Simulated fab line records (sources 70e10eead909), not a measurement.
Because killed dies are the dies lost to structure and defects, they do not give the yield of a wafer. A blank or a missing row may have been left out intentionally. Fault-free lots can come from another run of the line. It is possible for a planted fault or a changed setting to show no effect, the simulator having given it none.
A lot that was struck, set against a sound lot ; flow nandHarc ; 14 steps out of a route of 1159
Sound: these wafers, L418.2, L418.3, L418.5. Wafers L433.3, L433.4, L433.5 were the ones struck. At the end, the cause is stated.
Each step with rows lists, per side, the tool, then ch with its chambers, then its first start. Under that, the readings that differ: sound wafers ; struck wafers ; difference of the means ; sigmas: that difference in standard deviations of wafers without a fault.
alike: same words and numbers on both sides, and readings whose means sit less than 2 such deviations apart. not compared: any withheld reading, any reading some wafer has no value for, any bound like >300 that may hide the same value, and any number with overlapping values for which the record gives no deviation.
A row with sigmas, a row that says differs or no value, or rows on one side alone: a step with any of these is where the two part. Numbers that have no deviation but don't overlap get no sigmas and don't part them. Lack of a reading on every wafer of one side parts them only where that side has two or more wafers.

first, 1 step without rows for these wafers: NHARC_A_BLC_SRD_27.
NHARC_A_BLC_INSPECT_28:
  sound on defectInspect-02, day 17 23:14; struck on defectInspect-02, day 21 15:35
  alike: rawDefectCount
then, 9 steps without rows for these wafers: NHARC_A_M0_DEP_00 (deposits SiOC, target thk 150 nm); NHARC_A_M0_DEHYDRATE_01 (time 120 s); NHARC_A_M0_HMDS_02 (time 30 s); NHARC_A_M0_COAT_33 (time 65 s); NHARC_A_M0_COAT_03 (resist thk 90 nm); NHARC_A_M0_SOFTBAKE_04 (time 55 s); NHARC_A_M0_EBR_05; NHARC_A_M0_EXPOSE_06 (exposes mask A M0, target cd 80 nm); NHARC_A_M0_PEB_07 (peb time 65 s).
NHARC_A_M0_DEVELOP_08: develop time 35 s.
  sound on lithoTrack-01 ch 0, day 17 23:00; struck on lithoTrack-01 ch 0, day 21 16:00
reading;sound;struck;difference;sigmas
developerTempC (C);23.01 23.16 22.82;23.74 23.68 23.87;+0.77;+7
NHARC_A_M0_CD_MEAS_09 targets a cd of 80 nm.
  sound on cdSem-01 ch 0, day 18 00:02; struck on cdSem-01 ch 0, day 21 16:27
  alike: cdNm
-- jump in the record: it breaks off in module A_M0 and resumes in module END (first step shown: number 1159 of the route), and 2 days separate the struck wafers' starts before and after --
NHARC_END_SORT_01:
  sound on prober-02 ch 0, day 19 20:18; struck on prober-01 ch 0, day 23 20:04
  alike: defectLimitedYield, killedAtArray, killedAtOther, killedAtPeriphery, killedDies, killedOpen, killedShort, sort_bin_2_pct, sort_bin_3_pct, sort_bin_4_pct, sortNPass, sortRimYieldPct, sortYieldPct

== WHERE THEY PART ==
Only at NHARC_A_M0_DEVELOP_08, within this record. Later steps at which nothing parts them and some readings are alike: NHARC_A_M0_CD_MEAS_09, NHARC_END_SORT_01.

WHY: the cause the simulator had injected
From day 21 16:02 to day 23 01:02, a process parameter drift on lithoTrack-01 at NHARC_A_M0_DEVELOP_08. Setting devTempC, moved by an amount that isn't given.
